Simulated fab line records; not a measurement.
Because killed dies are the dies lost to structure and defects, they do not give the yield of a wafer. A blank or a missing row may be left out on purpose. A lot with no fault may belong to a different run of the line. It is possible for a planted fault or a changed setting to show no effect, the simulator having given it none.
Matching of chambers / flow n5Finfet / rieDiel-04 running N5_BEOL_M4_VIA_ETCH_34: 4 sister chambers
The step etches the open film in C4F6/O2, target depth 69.4 nm, time 65.9 s. 16 wafers are shown with their chamber, then 8 later ones without.

== WAFERS, EACH WITH ITS CHAMBER ==
wafer=L074.2; chamber=3; showerheadPlenumPTorr (Torr)=3.01; throttleValvePct (%)=30.76; drypumpMotorCurrentA (A)=5.9
wafer=L074.3; chamber=1; showerheadPlenumPTorr (Torr)=2.78; throttleValvePct (%)=31.22; drypumpMotorCurrentA (A)=6.5
wafer=L074.5; chamber=3; showerheadPlenumPTorr (Torr)=3.01; throttleValvePct (%)=30.76; drypumpMotorCurrentA (A)=5.8
wafer=L076.1; chamber=2; showerheadPlenumPTorr (Torr)=2.87; throttleValvePct (%)=30.59; drypumpMotorCurrentA (A)=5.4
wafer=L076.3; chamber=3; showerheadPlenumPTorr (Torr)=3.01; throttleValvePct (%)=30.77; drypumpMotorCurrentA (A)=5.8
wafer=L076.6; chamber=2; showerheadPlenumPTorr (Torr)=2.87; throttleValvePct (%)=30.60; drypumpMotorCurrentA (A)=5.5
wafer=L080.2; chamber=1; showerheadPlenumPTorr (Torr)=2.78; throttleValvePct (%)=31.24; drypumpMotorCurrentA (A)=6.5
wafer=L080.5; chamber=3; showerheadPlenumPTorr (Torr)=3.01; throttleValvePct (%)=30.79; drypumpMotorCurrentA (A)=5.9
wafer=L080.6; chamber=2; showerheadPlenumPTorr (Torr)=2.87; throttleValvePct (%)=30.59; drypumpMotorCurrentA (A)=5.5
wafer=L085.1; chamber=3; showerheadPlenumPTorr (Torr)=3.00; throttleValvePct (%)=30.81; drypumpMotorCurrentA (A)=5.8
wafer=L085.2; chamber=1; showerheadPlenumPTorr (Torr)=2.77; throttleValvePct (%)=31.25; drypumpMotorCurrentA (A)=6.5
wafer=L085.3; chamber=2; showerheadPlenumPTorr (Torr)=2.86; throttleValvePct (%)=30.61; drypumpMotorCurrentA (A)=5.4
wafer=L085.4; chamber=0; showerheadPlenumPTorr (Torr)=2.80; throttleValvePct (%)=30.89; drypumpMotorCurrentA (A)=5.2
wafer=L085.5; chamber=2; showerheadPlenumPTorr (Torr)=2.86; throttleValvePct (%)=30.61; drypumpMotorCurrentA (A)=5.4
wafer=L085.6; chamber=1; showerheadPlenumPTorr (Torr)=2.77; throttleValvePct (%)=31.25; drypumpMotorCurrentA (A)=6.5
wafer=L087.1; chamber=1; showerheadPlenumPTorr (Torr)=2.77; throttleValvePct (%)=31.26; drypumpMotorCurrentA (A)=6.5

SIGNATURES (averages over the wafers above)
reading=showerheadPlenumPTorr; chamber 0=2.8000; chamber 1=2.7740; chamber 2=2.8660; chamber 3=3.0080; scatter within a chamber=0.00516
reading=throttleValvePct; chamber 0=30.8900; chamber 1=31.2440; chamber 2=30.6000; chamber 3=30.7780; scatter within a chamber=0.0163
reading=drypumpMotorCurrentA; chamber 0=5.200; chamber 1=6.500; chamber 2=5.440; chamber 3=5.840; scatter within a chamber=0.0447
Rule: a wafer lies at a distance from a chamber equal to the root of the sum of squares, over the readings, of (its reading less the chamber's mean, divided by the reading's scatter). If the next closest chamber is less than 2 further off than the closest, the wafer can't be placed; otherwise it belongs to the closest. How the scatter is found: for the shown wafers, subtract from each reading the mean of its chamber, square and add these, divide the total by (wafers less chambers), then take the root.

== WAFERS WITH NO CHAMBER GIVEN ==
wafer=L087.5; showerheadPlenumPTorr (Torr)=2.77; throttleValvePct (%)=31.25; drypumpMotorCurrentA (A)=6.5
wafer=L087.6; showerheadPlenumPTorr (Torr)=2.80; throttleValvePct (%)=30.90; drypumpMotorCurrentA (A)=5.1
wafer=L091.1; showerheadPlenumPTorr (Torr)=2.99; throttleValvePct (%)=30.82; drypumpMotorCurrentA (A)=5.9
wafer=L091.2; showerheadPlenumPTorr (Torr)=2.77; throttleValvePct (%)=31.26; drypumpMotorCurrentA (A)=6.5
wafer=L091.4; showerheadPlenumPTorr (Torr)=2.80; throttleValvePct (%)=30.91; drypumpMotorCurrentA (A)=5.1
wafer=L095.1; showerheadPlenumPTorr (Torr)=2.99; throttleValvePct (%)=30.82; drypumpMotorCurrentA (A)=5.9
wafer=L095.3; showerheadPlenumPTorr (Torr)=2.79; throttleValvePct (%)=30.90; drypumpMotorCurrentA (A)=5.1
wafer=L095.5; showerheadPlenumPTorr (Torr)=2.99; throttleValvePct (%)=30.81; drypumpMotorCurrentA (A)=5.9

== WHICH CHAMBER EACH ONE RAN IN ==
wafer=L087.5; from the rows above=1; in truth=1
wafer=L087.6; from the rows above=0; in truth=0
wafer=L091.1; from the rows above=3; in truth=3
wafer=L091.2; from the rows above=1; in truth=1
wafer=L091.4; from the rows above=0; in truth=0
wafer=L095.1; from the rows above=3; in truth=3
wafer=L095.3; from the rows above=0; in truth=0
wafer=L095.5; from the rows above=3; in truth=3
Placed correctly: 8 of 8. Number that these rows cannot place: 0. Wrongly placed: 0.
